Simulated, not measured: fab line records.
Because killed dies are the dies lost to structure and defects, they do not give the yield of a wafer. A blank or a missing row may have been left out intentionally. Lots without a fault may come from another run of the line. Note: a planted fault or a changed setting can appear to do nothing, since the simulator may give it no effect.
Chamber matching :: flow n5_finfet :: 4 sister chambers for N5_BEOL_M4_STRIP_36 on rie_diel-06
The step strips in N2/H2. 8 wafers are shown with their chamber, then 9 later ones without.

== WAFERS WITH THEIR CHAMBER ==
wafer: L075.5
chamber: 1
drypump_motor_current_A (A): 5.8
showerhead_plenum_p_Torr (Torr): 2.44

wafer: L079.4
chamber: 0
drypump_motor_current_A (A): 5.8
showerhead_plenum_p_Torr (Torr): 2.71

wafer: L086.1
chamber: 1
drypump_motor_current_A (A): 5.8
showerhead_plenum_p_Torr (Torr): 2.43

wafer: L086.2
chamber: 2
drypump_motor_current_A (A): 4.9
showerhead_plenum_p_Torr (Torr): 2.49

wafer: L086.3
chamber: 0
drypump_motor_current_A (A): 5.8
showerhead_plenum_p_Torr (Torr): 2.70

wafer: L086.4
chamber: 3
drypump_motor_current_A (A): 6.0
showerhead_plenum_p_Torr (Torr): 2.65

wafer: L086.5
chamber: 3
drypump_motor_current_A (A): 6.0
showerhead_plenum_p_Torr (Torr): 2.65

wafer: L086.6
chamber: 2
drypump_motor_current_A (A): 5.0
showerhead_plenum_p_Torr (Torr): 2.49

== WAFERS MISSING THEIR CHAMBER ==
wafer: L090.3
drypump_motor_current_A (A): 5.8
showerhead_plenum_p_Torr (Torr): 2.43

wafer: L090.4
drypump_motor_current_A (A): 5.0
showerhead_plenum_p_Torr (Torr): 2.49

wafer: L090.6
drypump_motor_current_A (A): 4.9
showerhead_plenum_p_Torr (Torr): 2.49

wafer: L095.1
drypump_motor_current_A (A): 5.0
showerhead_plenum_p_Torr (Torr): 2.48

wafer: L095.2
drypump_motor_current_A (A): 6.0
showerhead_plenum_p_Torr (Torr): 2.64

wafer: L095.3
drypump_motor_current_A (A): 5.8
showerhead_plenum_p_Torr (Torr): 2.68

wafer: L095.4
drypump_motor_current_A (A): 5.8
showerhead_plenum_p_Torr (Torr): 2.42

wafer: L095.5
drypump_motor_current_A (A): 5.8
showerhead_plenum_p_Torr (Torr): 2.69

wafer: L095.6
drypump_motor_current_A (A): 5.8
showerhead_plenum_p_Torr (Torr): 2.42

== EACH ONE'S CHAMBER ==
wafer: L090.3
from the rows above: 1
in truth: 1

wafer: L090.4
from the rows above: 2
in truth: 2

wafer: L090.6
from the rows above: 2
in truth: 2

wafer: L095.1
from the rows above: 2
in truth: 2

wafer: L095.2
from the rows above: 3
in truth: 3

wafer: L095.3
from the rows above: 0
in truth: 0

wafer: L095.4
from the rows above: 1
in truth: 1

wafer: L095.5
from the rows above: 0
in truth: 0

wafer: L095.6
from the rows above: 1
in truth: 1
Correctly placed: 9 of 9. Not placeable from these rows: 0. 0 placed wrongly.
How it was worked out, from the rows above alone: a wafer's distance from a chamber is the root of the sum, over the readings, of the square of ((its reading less the chamber's mean) divided by the reading's scatter). If the next closest chamber is less than 2 further off than the closest, the wafer can't be placed; otherwise it belongs to the closest. The mean given for a chamber averages the wafers shown for that chamber. How the scatter is found: for the shown wafers, subtract from each reading the mean of its chamber, square and add these, divide the total by (wafers less chambers), then take the root.
